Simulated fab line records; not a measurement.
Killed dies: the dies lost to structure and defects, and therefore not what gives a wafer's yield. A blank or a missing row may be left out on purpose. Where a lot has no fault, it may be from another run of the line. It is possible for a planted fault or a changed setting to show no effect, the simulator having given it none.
A single fault, viewed from 3 desks | flow n5-finfet | numbers are kept per desk, each desk with only its own; the story behind them comes last

## DESK OF THE TOOL OWNER: lpcvd-01
The tool's own readings at N5_DUMMY_GATE_CVD_03 (deposits a-Si from SiH4, target thk 150 nm, time 8042 s): means of the sampled wafers that have a number, for each lot that ran on this tool. The brackets show how far a lot's mean lies from the usual mean; more than 4 standard deviations puts the lot out of limits, marked OUT.
Columns: A = zone-power-bottom-pct at N5_DUMMY_GATE_CVD_03, usual 10.2 %
lot  | first seen here | A
L509 | day 2 13:31     | 10.6
L522 | day 6 02:04     | 10.6
L523 | day 6 05:43     | 10.7
L525 | day 6 15:11     | 10.7
L527 | day 7 02:49     | 10.8
L528 | day 7 09:07     | 10.7
L532 | day 8 10:59     | 10.7
This desk's verdict: no lot among the 7 shows anything out of limits.

## AT THE METROLOGY DESK
What the gauges read for every lot (on any tool): the sampled wafers with a number, averaged. The brackets show how far a lot's mean lies from the usual mean; more than 4 standard deviations puts the lot out of limits, marked OUT. Of its 13 readings 7 are shown: the one that was out of limits first, and those that lie furthest out on some lot.
Columns: A = thk-nm at N5_DUMMY_GATE_THK_MEAS_05, usual 71.6 nm; B = SDB_THK at N5_SDB_THK_MEAS_31, usual 63.9 nm; C = DIBL_P at N5_BEOL_M4_RC_MEAS_101, usual 34.8 mV/V; D = IOFF_N at N5_BEOL_M4_RC_MEAS_101, usual 0.15 nA/um; E = ION_N at N5_BEOL_M4_RC_MEAS_101, usual 677 uA/um; F = VT_N at N5_BEOL_M4_RC_MEAS_101, usual 250 mV; G = VT_P at N5_BEOL_M4_RC_MEAS_101, usual -251 mV
lot  | first seen here | A              | B              | C    | D    | E   | F   | G
L509 | day 2 17:30     | 71.0           | 63.2           | 36.8 | 0.18 | 675 | 250 | -256
L510 | day 3 01:02     | 70.8           | 63.0           | 31.6 | 0.13 | 678 | 251 | -250
L515 | day 4 06:05     | 72.5           | 64.7           | 34.0 | 0.14 | 667 | 251 | -256
L522 | day 6 06:02     | 52.9 (-13) OUT | 45.1 (-13) OUT | 34.0 | 0.14 | 679 | 250 | -249
L523 | day 6 09:41     | 51.9 (-14) OUT | 44.1 (-14) OUT | 33.0 | 0.12 | 652 | 256 | -251
L525 | day 6 21:13     | 71.6           | 63.8           | 37.0 | 0.17 | 670 | 250 | -248
L527 | day 7 06:47     | 72.8           | 64.9           | 35.1 | 0.14 | 677 | 252 | -252
L528 | day 7 13:05     | 72.6           | 64.8           | 38.2 | 0.20 | 696 | 246 | -248
L532 | day 8 14:57     | 72.1           | 64.3           | 38.0 | 0.19 | 700 | 245 | -249
This desk's finding: out of limits on L522, L523; first on L522, day 6 06:02 (thk-nm at N5_DUMMY_GATE_THK_MEAS_05). Within limits: L509, L510, L515, L525, L527, L528, L532.

## THE DEFECT DESK
Lot by lot, what the route's inspections counted, given as the mean of those sampled wafers with a number. The brackets show how far a lot's mean lies from the usual mean; more than 4 standard deviations puts the lot out of limits, marked OUT.
Columns: A = raw-defect-count at N5_STI_FIN_REVEAL_INSPECT_13, usual 13; B = raw-defect-count at N5_DUMMY_GATE_INSPECT_17, usual 202
lot  | first seen here | A  | B
L509 | day 2 13:01     | 17 | 263
L510 | day 2 19:01     | 14 | 158
L515 | day 4 01:00     | 15 | 306
L522 | day 6 01:07     | 16 | 209
L523 | day 6 03:41     | 17 | 192
L525 | day 6 14:59     | 13 | 195
L527 | day 7 02:37     | 22 | 242
L528 | day 7 08:44     | 13 | 156
L532 | day 8 10:17     | 9  | 230
This desk's verdict: no lot among the 9 shows anything out of limits.

## ALL TOGETHER
At day 6 06:02 the metrology desk could have sounded an alarm, on L522, L523.
Nothing out of limits was seen by the tool owner's desk.
Nothing the defect desk looked at was out of limits.
Tool owner's desk: L522, L523 on record, inside its limits.
The defect desk has L522, L523 on record, within its limits.
On lpcvd-01, each named lot ran N5_DUMMY_GATE_CVD_03.

## WHAT HAD BEEN PUT IN BY THE SIMULATOR
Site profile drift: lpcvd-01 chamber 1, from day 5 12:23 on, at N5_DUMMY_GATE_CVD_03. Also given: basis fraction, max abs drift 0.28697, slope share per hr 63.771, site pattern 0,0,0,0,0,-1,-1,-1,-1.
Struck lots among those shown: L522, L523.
Time in hours between the start of the fault and the first out-of-limits reading at each desk: metrology desk, 18.
